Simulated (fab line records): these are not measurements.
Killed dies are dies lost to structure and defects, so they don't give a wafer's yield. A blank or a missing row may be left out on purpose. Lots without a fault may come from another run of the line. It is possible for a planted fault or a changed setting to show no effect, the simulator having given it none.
Chamber matching + flow n5 finfet + N5_BEOL_M11_DEP_56 on pecvd-02 has 3 sister chambers
The step deposits SiCN from 3MS/NH3, target thk 30 nm, time 10.5 s. 3 wafers are shown with their chamber, then 8 later ones without.

== EACH WAFER AND ITS CHAMBER ==
| wafer  | chamber | throttle valve pct (%) |
|--------|---------|------------------------|
| L582.1 | 2       | 17.0                   |
| L582.6 | 1       | 18.2                   |
| L583.1 | 0       | 17.7                   |

== WAFERS WHOSE CHAMBER IS MISSING ==
| wafer  | throttle valve pct (%) |
|--------|------------------------|
| L583.3 | 17.2                   |
| L583.6 | 17.1                   |
| L584.2 | 18.0                   |
| L584.3 | 17.6                   |
| L584.5 | 17.7                   |
| L585.2 | 18.2                   |
| L585.3 | 17.3                   |
| L585.4 | 18.5                   |

== EACH ONE'S CHAMBER ==
| wafer  | from the rows above     | in truth |
|--------|-------------------------|----------|
| L583.3 | can't be placed: 2 or 0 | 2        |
| L583.6 | 2                       | 2        |
| L584.2 | can't be placed: 1 or 0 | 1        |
| L584.3 | 0                       | 0        |
| L584.5 | 0                       | 0        |
| L585.2 | 1                       | 1        |
| L585.3 | can't be placed: 2 or 0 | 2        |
| L585.4 | 1                       | 1        |
Correctly placed: 5 of 8. Cannot be placed on the basis of these rows: 3; the candidates contain the true chamber in 3. Number placed wrongly: 0.
How it was worked out, from the rows above alone: a wafer's distance from a chamber is the root of the sum, over the readings, of the square of ((its reading less the chamber's mean) divided by the reading's scatter). If the next closest chamber is less than 2 further off than the closest, the wafer can't be placed; otherwise it belongs to the closest. The mean given for a chamber averages the wafers shown for that chamber. The scatter (one wafer shown for each chamber): square how far every hidden wafer sits from the nearest shown wafer, average those squares and take the square root.
